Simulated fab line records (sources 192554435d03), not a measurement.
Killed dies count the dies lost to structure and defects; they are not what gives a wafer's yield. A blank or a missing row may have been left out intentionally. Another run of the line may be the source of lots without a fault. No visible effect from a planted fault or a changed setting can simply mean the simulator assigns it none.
Matching of chambers / flow n5-finfet / N5_BEOL_M4_ALD_98 on ald-sin-01: 4 sister chambers
The step deposits SiO2, target thk 2.5 nm, pulse time 1 s, co reactant pulse time 1 s. 16 wafers are shown with their chamber, then 8 later ones without.

== WAFERS, EACH WITH ITS CHAMBER ==
wafer=L074.1; chamber=3; heater-power-w (W)=81; precursor-pulse-height-rel=1.021
wafer=L074.5; chamber=2; heater-power-w (W)=88; precursor-pulse-height-rel=0.972
wafer=L074.6; chamber=3; heater-power-w (W)=78; precursor-pulse-height-rel=1.009
wafer=L078.1; chamber=2; heater-power-w (W)=87; precursor-pulse-height-rel=1.015
wafer=L078.4; chamber=3; heater-power-w (W)=83; precursor-pulse-height-rel=0.987
wafer=L078.6; chamber=3; heater-power-w (W)=77; precursor-pulse-height-rel=0.983
wafer=L079.4; chamber=0; heater-power-w (W)=80; precursor-pulse-height-rel=1.038
wafer=L079.5; chamber=2; heater-power-w (W)=86; precursor-pulse-height-rel=0.990
wafer=L079.6; chamber=3; heater-power-w (W)=80; precursor-pulse-height-rel=0.999
wafer=L080.1; chamber=1; heater-power-w (W)=69; precursor-pulse-height-rel=0.995
wafer=L080.3; chamber=0; heater-power-w (W)=84; precursor-pulse-height-rel=1.006
wafer=L080.4; chamber=2; heater-power-w (W)=88; precursor-pulse-height-rel=1.029
wafer=L084.1; chamber=2; heater-power-w (W)=89; precursor-pulse-height-rel=1.014
wafer=L084.2; chamber=0; heater-power-w (W)=79; precursor-pulse-height-rel=0.996
wafer=L084.4; chamber=1; heater-power-w (W)=72; precursor-pulse-height-rel=1.058
wafer=L085.1; chamber=2; heater-power-w (W)=87; precursor-pulse-height-rel=1.025

SIGNATURES, as means of the wafers listed above
reading=heater-power-w; chamber 0=81.00; chamber 1=70.50; chamber 2=87.50; chamber 3=79.80; scatter within a chamber=1.97
reading=precursor-pulse-height-rel; chamber 0=1.01333; chamber 1=1.02650; chamber 2=1.00750; chamber 3=0.99980; scatter within a chamber=0.023
Rule: a wafer's distance from a chamber is the root of the sum, over the readings, of the square of ((its reading less the chamber's mean) divided by the reading's scatter). The wafer belongs to the nearest chamber; if the next one is less than 2 further off, it can't be placed. The scatter is the square root of a quotient: the sum, over the shown wafers, of each reading's squared deviation from its chamber's mean, divided by wafers minus chambers.

== WAFERS MISSING THEIR CHAMBER ==
wafer=L085.2; heater-power-w (W)=83; precursor-pulse-height-rel=1.014
wafer=L085.4; heater-power-w (W)=81; precursor-pulse-height-rel=0.992
wafer=L089.1; heater-power-w (W)=86; precursor-pulse-height-rel=0.990
wafer=L089.4; heater-power-w (W)=81; precursor-pulse-height-rel=0.986
wafer=L089.6; heater-power-w (W)=82; precursor-pulse-height-rel=1.034
wafer=L091.3; heater-power-w (W)=72; precursor-pulse-height-rel=0.973
wafer=L091.4; heater-power-w (W)=82; precursor-pulse-height-rel=0.998
wafer=L091.6; heater-power-w (W)=79; precursor-pulse-height-rel=0.983

== EACH ONE'S CHAMBER ==
wafer=L085.2; from the rows above=can't be placed: 0 or 3 or 2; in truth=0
wafer=L085.4; from the rows above=can't be placed: 3 or 0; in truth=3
wafer=L089.1; from the rows above=can't be placed: 2 or 0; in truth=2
wafer=L089.4; from the rows above=can't be placed: 3 or 0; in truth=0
wafer=L089.6; from the rows above=can't be placed: 0 or 3 or 2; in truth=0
wafer=L091.3; from the rows above=can't be placed: 1 or 3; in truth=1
wafer=L091.4; from the rows above=can't be placed: 0 or 3 or 2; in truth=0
wafer=L091.6; from the rows above=can't be placed: 3 or 0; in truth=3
Correct placement for 0 of the 8. Can't be placed from these rows: 8 (the true chamber is among the candidates in 8). Wrongly placed: 0.
